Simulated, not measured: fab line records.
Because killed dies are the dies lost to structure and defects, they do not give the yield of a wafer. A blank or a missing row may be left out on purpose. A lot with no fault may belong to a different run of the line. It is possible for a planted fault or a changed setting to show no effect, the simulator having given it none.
Which tool is to blame? | flow n5Finfet | 12 lots (36 wafers sampled), 1 step of a 1938-step route

WHAT THE GAUGES SHOWED, per wafer
N5_BEOL_M13_CD_MEAS_17 targets a cd of 190 nm.
lot  | measured     | on       | cdNm (nm)
L075 | day 10 23:08 | cdSem-03 | 190.4 188.0 190.3
L076 | day 11 04:22 | cdSem-01 | 191.4 190.7 190.6
L080 | day 12 04:19 | cdSem-03 | 191.3 190.4 187.2
L081 | day 12 04:43 | cdSem-02 | 190.0 185.1 188.2
L083 | day 13 00:04 | cdSem-03 | 191.7 192.7 189.2
L085 | day 13 10:36 | cdSem-01 | 190.3 191.0 190.0
L087 | day 14 05:17 | cdSem-01 | 190.0 190.0 192.0
L089 | day 14 16:07 | cdSem-03 | 190.3 192.8 192.5
L092 | day 15 10:34 | cdSem-03 | 192.4 191.9 191.8
L093 | day 15 13:18 | cdSem-02 | 190.6 190.0 192.3
L095 | day 16 08:58 | cdSem-02 | 192.0 189.5 192.1
L097 | day 16 22:55 | cdSem-03 | 191.5 190.5 189.9

WHICH TOOL RAN EACH LOT (tool, then ch and the chambers of the sampled wafers, then the start)
Record: no process step prior to these readings.

THE ANSWER, worked out from the rows above alone
Rule: usual is defined by the lots themselves. Put in order of their means at a reading, lots are off if they are a third of the lots or fewer, leave a main group of 4 or more, and stand apart from it by a gap of 3 or more times the standard deviation of the main group's means; of several such gaps the widest counts. If all means in a main group match to the digits the tables above print for the reading, that group is not used. Also off: a lot with no number at a reading for which 4 or more lots have one. Where the step has rows for the other lots, those lots are counted as sound.
No lot is off at any reading shown: from this, nothing can be told.

WHAT THE SIMULATOR HAD INSERTED
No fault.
